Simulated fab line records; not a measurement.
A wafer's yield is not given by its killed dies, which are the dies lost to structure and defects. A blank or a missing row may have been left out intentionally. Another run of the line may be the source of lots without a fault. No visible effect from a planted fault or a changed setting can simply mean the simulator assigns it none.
One fault seen from 3 desks / flow n5_finfet / each desk has only its own numbers; what lay behind them comes last

== THE TOOL OWNER'S DESK: ald_sin-04 ==
The tool's own readings at N5_BEOL_M1_ALD_98 (deposits SiO2, target thk 2.5 nm, pulse time 1 s, co reactant pulse time 1 s): means of the sampled wafers that have a number, for each lot that ran on this tool. The brackets show how far a lot's mean lies from the usual mean; more than 4 standard deviations puts the lot out of limits, marked OUT.
Columns: A = heater_power_w at N5_BEOL_M1_ALD_98, usual 79 W; B = precursor_pulse_height_rel at N5_BEOL_M1_ALD_98, usual 0.998
lot=L149; first seen here=day 6 01:35; A=83; B=0.998
lot=L160; first seen here=day 9 00:38; A=76; B=0.994
lot=L161; first seen here=day 9 09:46; A=76; B=1.002
This desk's verdict: no lot among the 3 shows anything out of limits.

== METROLOGY DESK ==
Means of the sampled wafers that have a number, per lot and without regard to the tool the lot ran on: this is what the gauges read. The brackets show how far a lot's mean lies from the usual mean; more than 4 standard deviations puts the lot out of limits, marked OUT. Shown here are 7 of its 12 readings, the ones lying furthest out on some lot.
Columns: A = V0_OVL at N5_BEOL_M1_OVL_MEAS_29, usual 0.1 nm; B = DIBL_P at N5_BEOL_M4_RC_MEAS_101, usual 35.4 mV/V; C = IOFF_P at N5_BEOL_M4_RC_MEAS_101, usual 0.20 nA/um; D = ION_P at N5_BEOL_M4_RC_MEAS_101, usual 461 uA/um; E = SS_N at N5_BEOL_M4_RC_MEAS_101, usual 71.4 mV/dec; F = VT_N at N5_BEOL_M4_RC_MEAS_101, usual 251 mV; G = VT_P at N5_BEOL_M4_RC_MEAS_101, usual -251 mV
lot=L149; first seen here=day 6 01:19; A=-0.6; B=37.9; C=0.25; D=472; E=71.2; F=246; G=-246
lot=L153; first seen here=day 7 08:39; A=1.1; B=37.2; C=0.19; D=461; E=71.4; F=250; G=-254
lot=L160; first seen here=day 9 00:15; A=-0.2; B=35.2; C=0.23; D=469; E=70.6; F=244; G=-246
lot=L161; first seen here=day 9 09:31; A=-0.2; B=35.5; C=0.17; D=449; E=71.9; F=252; G=-255
lot=L164; first seen here=day 9 20:59; A=0.2; B=36.2; C=0.20; D=454; E=71.9; F=249; G=-253
lot=L171; first seen here=day 11 22:13; A=0.4; B=36.5; C=0.20; D=460; E=71.0; F=251; G=-253
This desk's verdict: no lot among the 6 shows anything out of limits.

== THE DEFECT DESK ==
For each lot, the counts of the inspections along the route, averaged over the sampled wafers that have a number. The brackets show how far a lot's mean lies from the usual mean; more than 4 standard deviations puts the lot out of limits, marked OUT.
Columns: A = raw_defect_count at N5_BEOL_M1_INSPECT_30, usual 383
lot=L149; first seen here=day 6 01:25; A=378
lot=L153; first seen here=day 7 08:44; A=438
lot=L160; first seen here=day 9 00:20; A=314
lot=L161; first seen here=day 9 09:35; A=406
lot=L164; first seen here=day 9 21:04; A=427
lot=L171; first seen here=day 11 22:19; A=346
This desk's verdict: no lot among the 6 shows anything out of limits.

== PUT TOGETHER ==
Nothing out of limits was seen by the tool owner's desk.
Nothing out of limits was seen by the metrology desk.
The defect desk saw nothing out of limits.

== WHAT THE SIMULATOR HAD INSERTED ==
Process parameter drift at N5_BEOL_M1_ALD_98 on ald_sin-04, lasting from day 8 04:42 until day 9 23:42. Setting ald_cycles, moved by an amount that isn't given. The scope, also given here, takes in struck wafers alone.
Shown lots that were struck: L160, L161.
